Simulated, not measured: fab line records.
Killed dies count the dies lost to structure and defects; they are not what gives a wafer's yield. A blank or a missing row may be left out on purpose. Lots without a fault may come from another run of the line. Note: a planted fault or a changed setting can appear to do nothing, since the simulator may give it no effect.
One fault through the eyes of 3 desks :: flow n5_finfet :: every desk sees just its own numbers, and what lay behind them comes last

== THE DEFECT DESK ==
Inspection counts along the route, by lot: the mean over sampled wafers that carry a number. The brackets show how far a lot's mean lies from the usual mean; more than 4 standard deviations puts the lot out of limits, marked OUT.
Columns: A = raw_defect_count at N5_GATE_CUT_INSPECT_15, usual 122
lot: L923
first seen here: day 4 08:30
A: 145

lot: L930
first seen here: day 6 06:02
A: 110

lot: L932
first seen here: day 6 16:22
A: 81

lot: L935
first seen here: day 7 16:46
A: 104

lot: L941
first seen here: day 8 23:28
A: 113

lot: L946
first seen here: day 10 04:58
A: 118
Finding of this desk: none of the 6 lots has anything out of limits.

== THE METROLOGY DESK ==
What the gauges read for every lot (on any tool): the sampled wafers with a number, averaged. The brackets show how far a lot's mean lies from the usual mean; more than 4 standard deviations puts the lot out of limits, marked OUT. 7 of its 12 readings are shown, namely those furthest out on some lot.
Columns: A = cd_nm at N5_GATE_CUT_CD_MEAS_13, usual 19.95 nm; B = GATE_CUT_OVL at N5_GATE_CUT_OVL_MEAS_14, usual -0.1 nm; C = DIBL_N at N5_BEOL_M4_RC_MEAS_101, usual 36.4 mV/V; D = IOFF_N at N5_BEOL_M4_RC_MEAS_101, usual 0.156 nA/um; E = ION_N at N5_BEOL_M4_RC_MEAS_101, usual 675 uA/um; F = VT_N at N5_BEOL_M4_RC_MEAS_101, usual 250 mV; G = VT_P at N5_BEOL_M4_RC_MEAS_101, usual -250.3 mV
lot: L923
first seen here: day 4 08:25
A: 20.03
B: -0.3
C: 37.4
D: 0.147
E: 664
F: 253
G: -249.5

lot: L930
first seen here: day 6 05:57
A: 20.07
B: 0.7
C: 37.6
D: 0.157
E: 670
F: 250
G: -253.6

lot: L932
first seen here: day 6 16:16
A: 20.13
B: -0.4
C: 35.5
D: 0.132
E: 667
F: 256
G: -251.9

lot: L935
first seen here: day 7 16:40
A: 19.49
B: -0.4
C: 36.2
D: 0.143
E: 662
F: 254
G: -252.3

lot: L941
first seen here: day 8 23:22
A: 19.96
B: -0.4
C: 37.3
D: 0.155
E: 675
F: 252
G: -249.6

lot: L946
first seen here: day 10 04:53
A: 20.07
B: -0.3
C: 34.7
D: 0.127
E: 658
F: 254
G: -250.1
Finding of this desk: none of the 6 lots has anything out of limits.

== FOR THE TOOL OWNER'S DESK: rie_diel-04 ==
The tool's own readings at N5_GATE_CUT_DESCUM_18 (chemistry O2, time 7 s): means of the sampled wafers that have a number, for each lot that ran on this tool. The brackets show how far a lot's mean lies from the usual mean; more than 4 standard deviations puts the lot out of limits, marked OUT.
Columns: A = chamber_pressure_mTorr at N5_GATE_CUT_DESCUM_18, usual 19.999 mTorr; B = drypump_motor_current_A at N5_GATE_CUT_DESCUM_18, usual 5.7 A; C = oes_product_au at N5_GATE_CUT_DESCUM_18, usual 0.83 a.u.; D = rf_vpp_V at N5_GATE_CUT_DESCUM_18, usual 243.4 V; E = showerhead_plenum_p_Torr at N5_GATE_CUT_DESCUM_18, usual 2.10 Torr; F = throttle_valve_pct at N5_GATE_CUT_DESCUM_18, usual 20.41 %
lot: L923
first seen here: day 4 08:32
A: 19.986
B: 5.9
C: 0.76
D: 241.6
E: 2.02
F: 20.57

lot: L930
first seen here: day 6 06:17
A: 19.993
B: 6.0
C: 0.78
D: 244.3
E: 2.14
F: 20.51

lot: L932
first seen here: day 6 16:24
A: 20.003
B: 5.8
C: 0.91
D: 243.7
E: 2.14
F: 20.37

lot: L935
first seen here: day 7 16:57
A: 20.007
B: 5.7
C: 0.88
D: 245.2
E: 2.19
F: 20.32
Finding of this desk: none of the 4 lots has anything out of limits.

== ALL TOGETHER ==
The defect desk saw nothing out of limits.
Nothing out of limits was seen by the metrology desk.
Nothing out of limits was seen by the tool owner's desk.

== WHAT HAD BEEN PUT IN BY THE SIMULATOR ==
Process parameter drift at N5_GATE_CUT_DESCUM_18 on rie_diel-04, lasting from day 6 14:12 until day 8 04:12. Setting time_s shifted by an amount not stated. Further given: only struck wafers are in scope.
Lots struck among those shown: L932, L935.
